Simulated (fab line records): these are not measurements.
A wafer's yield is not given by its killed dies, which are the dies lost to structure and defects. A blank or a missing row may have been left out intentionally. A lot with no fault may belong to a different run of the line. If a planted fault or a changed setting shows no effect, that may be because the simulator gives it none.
A single fault, viewed from 3 desks ; flow n5_finfet ; every desk sees just its own numbers, and what lay behind them comes last

== THE DEFECT DESK ==
Per lot, the means of the sampled wafers with a number show what the inspections along the route counted. Marked OUT: a lot whose mean sits more than 4 standard deviations from the usual mean, which makes it out of limits; the brackets give that distance.
Columns: A = raw_defect_count at N5_MOL_CONTACT_COAG_INSPECT_97, usual 39
lot;first seen here;A
L456;day 5 10:28;38
L457;day 5 19:19;49
L458;day 5 22:17;34
L461;day 6 15:31;36
L464;day 7 05:53;23
L467;day 8 02:19;42
L468;day 8 08:53;36
L469;day 8 17:02;57
L477;day 10 16:20;39
L479;day 11 04:08;49
This desk's verdict: no lot among the 10 shows anything out of limits.

== FOR THE TOOL OWNER'S DESK: cvd_w-01 ==
The tool's own readings at N5_MOL_CONTACT_COAG_CVD_140 (deposits W, target thk 66.5 nm, time 215 s): means of the sampled wafers that have a number, for each lot that ran on this tool. Marked OUT: a lot whose mean sits more than 4 standard deviations from the usual mean, which makes it out of limits; the brackets give that distance.
Columns: A = heater_power_w at N5_MOL_CONTACT_COAG_CVD_140, usual 494 W; B = run_length_s at N5_MOL_CONTACT_COAG_CVD_140, usual 286.0 s
lot;first seen here;A;B
L457;day 5 15:37;434;286.3
L461;day 6 11:51;478;285.8
L464;day 7 02:07;588;285.6
L467;day 7 22:13;427;438.8 (+99 or more) OUT
L468;day 8 05:11;430;336.7 (+99 or more) OUT
L469;day 8 13:22;577;387.5 (+99 or more) OUT
L479;day 11 00:28;490;286.0
This desk's finding: out of limits on L467, L468, L469; first on L467, day 7 22:13 (run_length_s at N5_MOL_CONTACT_COAG_CVD_140). In limits: L457, L461, L464, L479.

== AT THE METROLOGY DESK ==
Lot by lot, what the gauges showed, no matter which tool ran the lot: averages of those sampled wafers that carry a number. Marked OUT: a lot whose mean sits more than 4 standard deviations from the usual mean, which makes it out of limits; the brackets give that distance. Readings shown: 7 of its 10, picked as those furthest out on some lot.
Columns: A = DIBL_N at N5_BEOL_M4_RC_MEAS_101, usual 36.3 mV/V; B = DIBL_P at N5_BEOL_M4_RC_MEAS_101, usual 36.2 mV/V; C = IOFF_N at N5_BEOL_M4_RC_MEAS_101, usual 0.160 nA/um; D = IOFF_P at N5_BEOL_M4_RC_MEAS_101, usual 0.21 nA/um; E = ION_P at N5_BEOL_M4_RC_MEAS_101, usual 465 uA/um; F = SS_P at N5_BEOL_M4_RC_MEAS_101, usual 73.3 mV/dec; G = VT_N at N5_BEOL_M4_RC_MEAS_101, usual 250 mV
lot;first seen here;A;B;C;D;E;F;G
L456;day 7 20:53;39.9;39.6;0.216;0.28;469;74.0;245
L457;day 8 00:02;36.0;35.6;0.157;0.21;466;72.6;249
L458;day 8 04:13;34.0;33.8;0.131;0.17;458;72.5;251
L461;day 9 10:43;38.9;38.1;0.176;0.25;473;73.8;250
L464;day 10 06:52;35.6;34.2;0.148;0.22;460;72.5;251
L467;day 10 19:26;37.6;38.6;0.190;0.24;461;74.6;248
L468;day 11 00:25;35.7;33.4;0.133;0.17;461;72.8;253
L469;day 11 02:11;36.8;37.3;0.168;0.20;467;73.5;250
L477;day 13 12:34;34.4;34.6;0.132;0.19;462;73.0;252
L479;day 13 21:29;36.0;35.8;0.146;0.17;454;73.5;250
This desk's verdict: no lot among the 10 shows anything out of limits.

== BROUGHT TOGETHER ==
An alarm could have come from the tool owner's desk at day 7 22:13, on L467, L468, L469.
Nothing out of limits was seen by the defect desk.
At the metrology desk, nothing out of limits was observed.
The defect desk has L467, L468, L469 on record, within its limits.
The metrology desk holds a record of L467, L468, L469, inside its limits.
Every lot named ran N5_MOL_CONTACT_COAG_CVD_140 on cvd_w-01.

== WHAT THE SIMULATOR PUT IN ==
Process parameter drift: cvd_w-01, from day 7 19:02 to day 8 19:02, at N5_MOL_CONTACT_COAG_CVD_140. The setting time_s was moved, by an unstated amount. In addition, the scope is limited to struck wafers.
Shown lots that were struck: L467, L468, L469.
Delay in hours, fault start to first out-of-limits reading, by desk: the tool owner's desk at 3.
